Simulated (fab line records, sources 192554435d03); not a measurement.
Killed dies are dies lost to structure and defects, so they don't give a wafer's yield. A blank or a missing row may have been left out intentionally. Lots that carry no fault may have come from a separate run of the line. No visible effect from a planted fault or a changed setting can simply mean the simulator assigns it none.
Lot-split experiment / flow n5 finfet / 7 lots, 21 wafers read, on a route of 1938 steps

ON THE SPLIT
At N5_BEOL_M4_ETCH_70 (etches SOC in N2/H2, target depth 80 nm, overetch 24 nm, time 130 s), the setting bias w was moved away from the recipe's 150 W on 6 of the 21 wafers read, by -10.6% to +15.9%. All remaining wafers had this setting at the recipe value.

The reading is taken at the split's own step.

THE READING
rf vpp V, in V, at N5_BEOL_M4_ETCH_70 (etches SOC in N2/H2, target depth 80 nm, overetch 24 nm, time 130 s). On this fab line, fault-free wafers typically give 523.9 V with a standard deviation of 2.6 V.

wafer=L077.2; tool, chamber at the split=rie diel-04, 0; bias w as run, W=150; against the recipe=recipe; rf vpp V, V=523.4; against lot-mates on the recipe=-
wafer=L077.4; tool, chamber at the split=rie diel-04, 1; bias w as run, W=134.1; against the recipe=-10.6%; rf vpp V, V=485.4; against lot-mates on the recipe=-38.0
wafer=L077.5; tool, chamber at the split=rie diel-04, 0; bias w as run, W=134.1; against the recipe=-10.6%; rf vpp V, V=488.0; against lot-mates on the recipe=-35.4
wafer=L078.1; tool, chamber at the split=rie diel-01, 0; bias w as run, W=150; against the recipe=recipe; rf vpp V, V=524.4; against lot-mates on the recipe=-
wafer=L078.2; tool, chamber at the split=rie diel-01, 1; bias w as run, W=173.8; against the recipe=+15.9%; rf vpp V, V=571.4; against lot-mates on the recipe=+47.0
wafer=L078.3; tool, chamber at the split=rie diel-01, 2; bias w as run, W=173.8; against the recipe=+15.9%; rf vpp V, V=570.9; against lot-mates on the recipe=+46.5
wafer=L079.2; tool, chamber at the split=rie diel-04, 3; bias w as run, W=150; against the recipe=recipe; rf vpp V, V=524.3; against lot-mates on the recipe=-
wafer=L079.3; tool, chamber at the split=rie diel-04, 0; bias w as run, W=150; against the recipe=recipe; rf vpp V, V=524.4; against lot-mates on the recipe=-
wafer=L079.6; tool, chamber at the split=rie diel-04, 0; bias w as run, W=150; against the recipe=recipe; rf vpp V, V=522.7; against lot-mates on the recipe=-
wafer=L081.3; tool, chamber at the split=rie diel-03, 0; bias w as run, W=150; against the recipe=recipe; rf vpp V, V=526.4; against lot-mates on the recipe=-
wafer=L081.5; tool, chamber at the split=rie diel-03, 3; bias w as run, W=150; against the recipe=recipe; rf vpp V, V=525.5; against lot-mates on the recipe=-
wafer=L081.6; tool, chamber at the split=rie diel-03, 2; bias w as run, W=150; against the recipe=recipe; rf vpp V, V=527.6; against lot-mates on the recipe=-
wafer=L093.1; tool, chamber at the split=rie diel-04, 0; bias w as run, W=150; against the recipe=recipe; rf vpp V, V=521.9; against lot-mates on the recipe=-
wafer=L093.3; tool, chamber at the split=rie diel-04, 3; bias w as run, W=140.6; against the recipe=-6.3%; rf vpp V, V=502.1; against lot-mates on the recipe=-19.8
wafer=L093.5; tool, chamber at the split=rie diel-04, 2; bias w as run, W=140.6; against the recipe=-6.3%; rf vpp V, V=501.4; against lot-mates on the recipe=-20.5
wafer=L096.1; tool, chamber at the split=rie diel-01, 3; bias w as run, W=150; against the recipe=recipe; rf vpp V, V=521.3; against lot-mates on the recipe=-
wafer=L096.2; tool, chamber at the split=rie diel-01, 1; bias w as run, W=150; against the recipe=recipe; rf vpp V, V=528.7; against lot-mates on the recipe=-
wafer=L096.5; tool, chamber at the split=rie diel-01, 0; bias w as run, W=150; against the recipe=recipe; rf vpp V, V=525.0; against lot-mates on the recipe=-
wafer=L095.1; tool, chamber at the split=rie diel-03, 1; bias w as run, W=150; against the recipe=recipe; rf vpp V, V=525.5; against lot-mates on the recipe=-
wafer=L095.2; tool, chamber at the split=rie diel-03, 3; bias w as run, W=150; against the recipe=recipe; rf vpp V, V=525.3; against lot-mates on the recipe=-
wafer=L095.5; tool, chamber at the split=rie diel-03, 2; bias w as run, W=150; against the recipe=recipe; rf vpp V, V=527.5; against lot-mates on the recipe=-

THE FIT
A straight line over all 21 wafers: rf vpp V changes by +3.18 V for each +1% of bias w; r = +0.99; the points scatter about the line by 2.7 V.
The same after taking each lot's own level away (the mean of its wafers on the recipe; 21 wafers): +3.11 V for each +1%; r = +1.00; scatter 1.9 V.
The reading moves by 49 V for the largest change in bias w, on that fit.
Across the lots, their own levels run from 521.90 to 526.50 V, a range of 1.8 times the standard deviation given above.
Consequently the slope shifts little with the lot-to-lot level, the two slopes agreeing.
Check: +49.8 V against its lot-mates is what the line predicts for one of the wafers moved furthest among these (+15.9%) when that wafer is left out of the fit. It came out at +47 V against them.
Tool readings at the split's step, against how far the setting was moved: rf vpp V r = +0.99.

THESE WAFERS: OTHER SPLITS
Before the reading, these wafers also passed through other splits. Each is held against what the fit with the lots' levels taken away leaves over:
other split on the same wafers=N5_SDB_ALD_29 ald cycles; wafers away from the commonest value=8; r with rf vpp V (lot level and that fit taken away)=+0.07
other split on the same wafers=N5_MOL_CONTACT_COAG_CONTACT_ETCH_14 source w; wafers away from the commonest value=6; r with rf vpp V (lot level and that fit taken away)=-0.08
other split on the same wafers=N5_MOL_CONTACT_COAG_COAT_64 spin rpm; wafers away from the commonest value=8; r with rf vpp V (lot level and that fit taken away)=+0.11
other split on the same wafers=N5_BEOL_M1_ETCH_64 bias w; wafers away from the commonest value=10; r with rf vpp V (lot level and that fit taken away)=+0.20
other split on the same wafers=N5_BEOL_M2_ILD_DEP_00 time s; wafers away from the commonest value=7; r with rf vpp V (lot level and that fit taken away)=+0.09
other split on the same wafers=N5_BEOL_M3_ETCH_64 time s; wafers away from the commonest value=10; r with rf vpp V (lot level and that fit taken away)=-0.17
other split on the same wafers=N5_BEOL_M3_COAT_76 spin rpm; wafers away from the commonest value=6; r with rf vpp V (lot level and that fit taken away)=+0.42

THE WHOLE CHAIN: every reading that the file lists as answering this split, in the file's order
step=N5_BEOL_M4_ETCH_70; what it does=etches SOC in N2/H2, target depth 80 nm, overetch 24 nm, time 130 s; reading=rf vpp V; change (the file's fit)=+3.12 V for each +1% of the setting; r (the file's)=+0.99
step=N5_BEOL_M4_ETCH_70; what it does=etches SOC in N2/H2, target depth 80 nm, overetch 24 nm, time 130 s; reading=SiARC_of_BEOL_M4_COAT_68.thk nm (the simulator's own value, which no gauge read); change (the file's fit)=-0.0763 nm for each +1% of the setting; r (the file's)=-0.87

THE FILE'S OWN FIT
rf vpp V changes by +3.12 V for each +1% of bias w, r = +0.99.
